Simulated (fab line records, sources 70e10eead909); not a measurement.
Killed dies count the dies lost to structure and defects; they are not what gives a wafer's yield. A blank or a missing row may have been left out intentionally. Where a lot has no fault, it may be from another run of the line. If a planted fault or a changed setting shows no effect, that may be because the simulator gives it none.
One fault seen from 2 desks || flow nand_harc || what lay behind the numbers comes last; until then each desk has only its own

FROM THE METROLOGY DESK
What the gauges read, lot by lot, whatever tool the lot ran on: means of the sampled wafers that have a number. A lot is out of limits, marked OUT, if its mean lies more than 4 standard deviations from the usual mean; the brackets give that distance.
Columns: A = thk_nm at NHARC_P_M2_THK_MEAS_24, usual 144.6 nm; B = cd_nm at NHARC_P_BONDPAD_CD_MEAS_09, usual 500.5 nm
{"lot": "L834", "first seen here": "day 6 17:41", "A": 145.3, "B": 502.1}
{"lot": "L835", "first seen here": "day 6 19:44", "A": 145.3, "B": 500.3}
{"lot": "L836", "first seen here": "day 7 12:52", "A": 145.0, "B": 499.5}
{"lot": "L837", "first seen here": "day 7 14:27", "A": 145.1, "B": 501.2}
{"lot": "L840", "first seen here": "day 9 00:06", "A": 144.4, "B": 499.4}
{"lot": "L841", "first seen here": "day 9 06:53", "A": 144.2, "B": 498.6}
{"lot": "L843", "first seen here": "day 10 00:41", "A": 145.1, "B": 499.2}
{"lot": "L846", "first seen here": "day 11 11:02", "A": 145.0, "B": 501.7}
{"lot": "L849", "first seen here": "day 12 14:41", "A": 143.1, "B": 500.5}
{"lot": "L852", "first seen here": "day 14 00:41", "A": 146.1, "B": 500.1}
{"lot": "L853", "first seen here": "day 14 09:19", "A": 145.2, "B": 503.1}
{"lot": "L855", "first seen here": "day 15 17:01", "A": 142.9, "B": 499.4}
{"lot": "L857", "first seen here": "day 16 13:35", "A": 143.6, "B": 499.9}
This desk's finding: nothing out of limits on any of the 13 lots.

DESK OF THE TOOL OWNER: rie_diel-13
The tool's own readings at NHARC_P_BONDPAD_ETCH_37 (etches the open film in N2/H2, target depth 60 nm, overetch 18 nm, time 65.91 s): means of the sampled wafers that have a number, for each lot that ran on this tool. A lot is out of limits, marked OUT, if its mean lies more than 4 standard deviations from the usual mean; the brackets give that distance. Shown are 7 of the 8 readings it has, namely the first that went out of limits plus those furthest out on some lot.
Columns: A = chamber_pressure_mTorr at NHARC_P_BONDPAD_ETCH_37, usual 30.003 mTorr; B = n2_flow_sccm at NHARC_P_BONDPAD_ETCH_37, usual 150.0 sccm; C = oes_product_au at NHARC_P_BONDPAD_ETCH_37, usual 1.000 a.u.; D = rf_fwd_power_W at NHARC_P_BONDPAD_ETCH_37, usual 396.5 W; E = rf_vpp_V at NHARC_P_BONDPAD_ETCH_37, usual 430.1 V; F = showerhead_plenum_p_Torr at NHARC_P_BONDPAD_ETCH_37, usual 2.03 Torr; G = throttle_valve_pct at NHARC_P_BONDPAD_ETCH_37, usual 14.173 %
{"lot": "L840", "first seen here": "day 9 02:19", "A": 29.996, "B": 150.4, "C": 0.996, "D": 398.0, "E": 431.0, "F": 2.04, "G": 14.175}
{"lot": "L843", "first seen here": "day 10 02:55", "A": 30.026, "B": 149.8, "C": 0.994, "D": 395.9, "E": 430.2, "F": 2.05, "G": 14.177}
{"lot": "L852", "first seen here": "day 14 03:23", "A": 30.001, "B": 150.2, "C": "0.940 (-6.8) OUT", "D": 397.6, "E": 429.5, "F": 2.00, "G": 14.183}
This desk finds L852 out of limits, L852 being first, at day 14 03:23 (oes_product_au at NHARC_P_BONDPAD_ETCH_37). L840, L843: within limits.

ALL TOGETHER
At day 14 03:23, on L852, the tool owner's desk was in a position to raise an alarm.
The metrology desk saw nothing out of limits.
The metrology desk holds a record of L852, inside its limits.
The lots listed all ran NHARC_P_BONDPAD_ETCH_37 on rie_diel-13.

WHAT THE SIMULATOR HAD PUT IN
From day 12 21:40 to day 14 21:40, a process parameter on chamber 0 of rie_diel-13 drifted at NHARC_P_BONDPAD_ETCH_37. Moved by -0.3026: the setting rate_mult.
Lots struck among those shown: L852.
Time in hours from fault onset to the first out-of-limits reading at each desk: the tool owner's desk, 30.
